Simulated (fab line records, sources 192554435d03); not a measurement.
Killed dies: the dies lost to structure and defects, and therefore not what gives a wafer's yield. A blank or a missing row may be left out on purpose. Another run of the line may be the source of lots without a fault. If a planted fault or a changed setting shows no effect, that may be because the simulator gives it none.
Matching of chambers ; flow n5_finfet ; N5_BEOL_M2_PRE_CLEAN_60 on cvd_co-02 has 3 sister chambers
The step time 15 s. 6 wafers are shown with their chamber, then 12 later ones without.

## WAFERS, EACH WITH ITS CHAMBER
wafer;chamber;heater_power_w (W)
L082.5;0;113
L088.2;1;123
L088.4;0;113
L089.1;1;119
L089.3;2;65
L089.5;2;65

## WAFERS WITH NO CHAMBER GIVEN
wafer;heater_power_w (W)
L091.1;120
L091.2;67
L091.3;111
L091.4;67
L091.5;113
L091.6;123
L096.3;110
L096.5;113
L096.6;68
L097.1;109
L097.3;68
L097.5;67

## WHICH CHAMBER EACH WENT THROUGH
wafer;from the rows above;in truth
L091.1;1;1
L091.2;2;2
L091.3;0;0
L091.4;2;2
L091.5;0;0
L091.6;1;1
L096.3;0;0
L096.5;0;0
L096.6;2;2
L097.1;0;0
L097.3;2;2
L097.5;2;2
Placed correctly: 12 of 12. Can't be placed from these rows: 0. Number placed wrongly: 0.
How it was worked out, from the rows above alone: a wafer's distance from a chamber is the root of the sum, over the readings, of the square of ((its reading less the chamber's mean) divided by the reading's scatter). If the next closest chamber is less than 2 further off than the closest, the wafer can't be placed; otherwise it belongs to the closest. Each chamber's mean is taken over the wafers shown for it. The scatter: take each reading less its chamber's mean, square it, sum over the shown wafers, divide by the number of wafers less the number of chambers, and take the root.
